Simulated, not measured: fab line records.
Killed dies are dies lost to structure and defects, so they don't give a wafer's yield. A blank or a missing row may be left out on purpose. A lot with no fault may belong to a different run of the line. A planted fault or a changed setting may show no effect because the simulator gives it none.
Check of tool commonality ; flow nand_harc ; Sample size 4 lots and 12 wafers

## WHY IT WAS OPENED
Flagged at NHARC_END_SORT_01: reading killed_at_periphery, on 2 of 4 lots. No-fault wafers: 3.9, standard deviation 2.6.
Rule: a lot is flagged in two cases, either no wafer of it has a number, or all its wafers with numbers fall more than 4 standard deviations from that mean. All remaining lots are regarded as sound.

lot;measured;on;killed_at_periphery, wafer by wafer;flag
L832;day 22 04:25;prober-02;1 4 6;
L834;day 22 10:20;prober-01;5 7 7;
L842;day 25 03:33;prober-01;62 63 84;FLAGGED
L844;day 25 03:33;prober-02;61 79 57;FLAGGED
On average the flagged lots' numbers are 67.7, which is +63.8 against the usual, or +25 standard deviations.

## WHICH TOOL EACH LOT WENT THROUGH
The record holds 3 process steps before the reading, out of a route of 1159 steps. Every cell lists first the tool, next ch and the chambers used by the sampled wafers, and last the start.
lot;flag;NHARC_P_BONDPAD_ETCH_37;NHARC_THIN_TSV_PRE_CLEAN_50;NHARC_THIN_TSV_PVD_19
L832;;rie_diel-01 ch 0,1,2, day 9 18:05;pvd_sputter-03, day 22 01:08 or earlier;pvd_sputter-03, day 22 01:08 or earlier
L834;;rie_diel-04 ch 0,1, day 9 17:48;pvd_sputter-02, day 22 06:25 or earlier;pvd_sputter-02, day 22 06:25 or earlier
L842;FLAGGED;rie_diel-04 ch 2,3, day 11 14:52;pvd_sputter-01, day 25 00:32 or earlier;pvd_sputter-01, day 25 00:32 or earlier
L844;FLAGGED;rie_diel-04 ch 1,3, day 12 04:11;pvd_sputter-02, day 25 00:33 or earlier;pvd_sputter-02, day 25 00:33 or earlier
What these steps do:
- NHARC_P_BONDPAD_ETCH_37: etches the open film in N2/H2, target depth 60 nm, overetch 18 nm, time 65.91 s.
- NHARC_THIN_TSV_PRE_CLEAN_50: time 30 s.
- NHARC_THIN_TSV_PVD_19: deposits TaN, target thk 20 nm.
- NHARC_END_SORT_01

## FLAGGED OVER TOTAL, TOOL BY TOOL (the gauges that took the reading come last)
step;tool;lots run;flagged;share of the flagged lots;sound lots run after its first flagged lot
NHARC_P_BONDPAD_ETCH_37;rie_diel-01;1;0;none;-
NHARC_P_BONDPAD_ETCH_37;rie_diel-04;3;2;all;0
NHARC_THIN_TSV_PRE_CLEAN_50;pvd_sputter-01;1;1;some;0
NHARC_THIN_TSV_PRE_CLEAN_50;pvd_sputter-02;2;1;some;0
NHARC_THIN_TSV_PRE_CLEAN_50;pvd_sputter-03;1;0;none;-
NHARC_THIN_TSV_PVD_19;pvd_sputter-01;1;1;some;0
NHARC_THIN_TSV_PVD_19;pvd_sputter-02;2;1;some;0
NHARC_THIN_TSV_PVD_19;pvd_sputter-03;1;0;none;-
NHARC_END_SORT_01;prober-01;2;1;some;0
NHARC_END_SORT_01;prober-02;2;1;some;0
Because NHARC_THIN_TSV_PRE_CLEAN_50 lacks a start for some lots, the hours and order of its lots are taken from NHARC_END_WLT_00. Because NHARC_THIN_TSV_PVD_19 lacks a start for some lots, the hours and order of its lots are taken from NHARC_END_WLT_00.

## WHAT IS ALLOWED BY THE TABLE
All flagged lots share 1 row of the table, namely rie_diel-04 at NHARC_P_BONDPAD_ETCH_37.
- rie_diel-04 at NHARC_P_BONDPAD_ETCH_37: 2 of its 3 lots flagged. A fault beginning between L834 (day 9 17:48), its last sound lot, and L842 (day 11 14:52), its first flagged one, fits the data.
One tool is left: rie_diel-04 at NHARC_P_BONDPAD_ETCH_37.

## WHAT THE SIMULATOR HAD INSERTED
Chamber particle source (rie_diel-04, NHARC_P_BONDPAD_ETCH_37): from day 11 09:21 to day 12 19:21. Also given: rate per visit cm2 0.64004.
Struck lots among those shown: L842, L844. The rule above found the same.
